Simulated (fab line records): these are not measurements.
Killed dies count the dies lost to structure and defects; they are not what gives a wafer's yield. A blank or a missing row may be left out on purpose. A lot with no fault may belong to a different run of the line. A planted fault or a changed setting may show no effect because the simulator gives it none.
Which of the tools did it? || flow nand harc || Sampling: 11 lots, 33 wafers, 2 of 1159 route steps

WHAT THE GAUGES SHOWED, per wafer
NHARC_HYBRID_BOND_INSPECT_06: inspects for defects (ir void).
{"lot": "L767", "measured": "day 19 01:07", "on": "defect inspect-01", "raw defect count": "34 33 30"}
{"lot": "L768", "measured": "day 19 01:08", "on": "defect inspect-02", "raw defect count": "23 22 23"}
{"lot": "L770", "measured": "day 19 01:08", "on": "defect inspect-01", "raw defect count": "34 35 36"}
{"lot": "L769", "measured": "day 19 05:28", "on": "defect inspect-01", "raw defect count": "9 18 9"}
{"lot": "L772", "measured": "day 19 23:50", "on": "defect inspect-01", "raw defect count": "37 36 31"}
{"lot": "L771", "measured": "day 19 23:50", "on": "defect inspect-02", "raw defect count": "27 30 23"}
{"lot": "L773", "measured": "day 19 23:52", "on": "defect inspect-02", "raw defect count": "27 32 36"}
{"lot": "L774", "measured": "day 20 06:00", "on": "defect inspect-01", "raw defect count": "43 43 46"}
{"lot": "L775", "measured": "day 21 04:43", "on": "defect inspect-02", "raw defect count": "38 43 37"}
{"lot": "L777", "measured": "day 21 04:43", "on": "defect inspect-01", "raw defect count": "28 26 28"}
{"lot": "L779", "measured": "day 22 14:07", "on": "defect inspect-01", "raw defect count": "19 18 20"}

EACH LOT AND THE TOOL THAT RAN IT (in order: tool; ch and the chambers of the sampled wafers; start)
{"lot": "L767", "NHARC_A_BONDPAD_CMP_19": "cmp-04 ch 1,2,3, day 18 12:34"}
{"lot": "L768", "NHARC_A_BONDPAD_CMP_19": "cmp-04 ch 2,3, day 18 15:30"}
{"lot": "L770", "NHARC_A_BONDPAD_CMP_19": "cmp-04 ch 0,1,2, day 18 17:37"}
{"lot": "L769", "NHARC_A_BONDPAD_CMP_19": "cmp-03 ch 0,1,2, day 18 18:23"}
{"lot": "L772", "NHARC_A_BONDPAD_CMP_19": "cmp-04 ch 0,2,3, day 19 12:35"}
{"lot": "L771", "NHARC_A_BONDPAD_CMP_19": "cmp-03 ch 0,1,2, day 19 16:02"}
{"lot": "L773", "NHARC_A_BONDPAD_CMP_19": "cmp-03 ch 0,2,3, day 19 17:01"}
{"lot": "L774", "NHARC_A_BONDPAD_CMP_19": "cmp-01 ch 0,2,3, day 19 19:37"}
{"lot": "L775", "NHARC_A_BONDPAD_CMP_19": "cmp-03 ch 1,2,3, day 20 15:26"}
{"lot": "L777", "NHARC_A_BONDPAD_CMP_19": "cmp-01 ch 0,2,3, day 20 15:44"}
{"lot": "L779", "NHARC_A_BONDPAD_CMP_19": "cmp-01 ch 0,1, day 22 01:17"}
- NHARC_A_BONDPAD_CMP_19: polishes, t overpolish 30 s, cu recess touch 16 s, target thk 169.8 nm.

THE ANSWER, worked out from the rows above alone
Rule: the usual values come from the lots themselves. Put in order of their means at a reading, lots are off if they are a third of the lots or fewer, leave a main group of 4 or more, and stand apart from it by a gap of 3 or more times the standard deviation of the main group's means; of several such gaps the widest counts. A main group whose means are all the same, to the digits that the tables above print for the reading, isn't used. A lot without any number at a reading at which 4 lots or more have one is off too. All remaining lots with rows at the step are treated as sound.
No lot is off at any reading shown: from this, nothing can be told.

WHAT THE SIMULATOR PUT IN
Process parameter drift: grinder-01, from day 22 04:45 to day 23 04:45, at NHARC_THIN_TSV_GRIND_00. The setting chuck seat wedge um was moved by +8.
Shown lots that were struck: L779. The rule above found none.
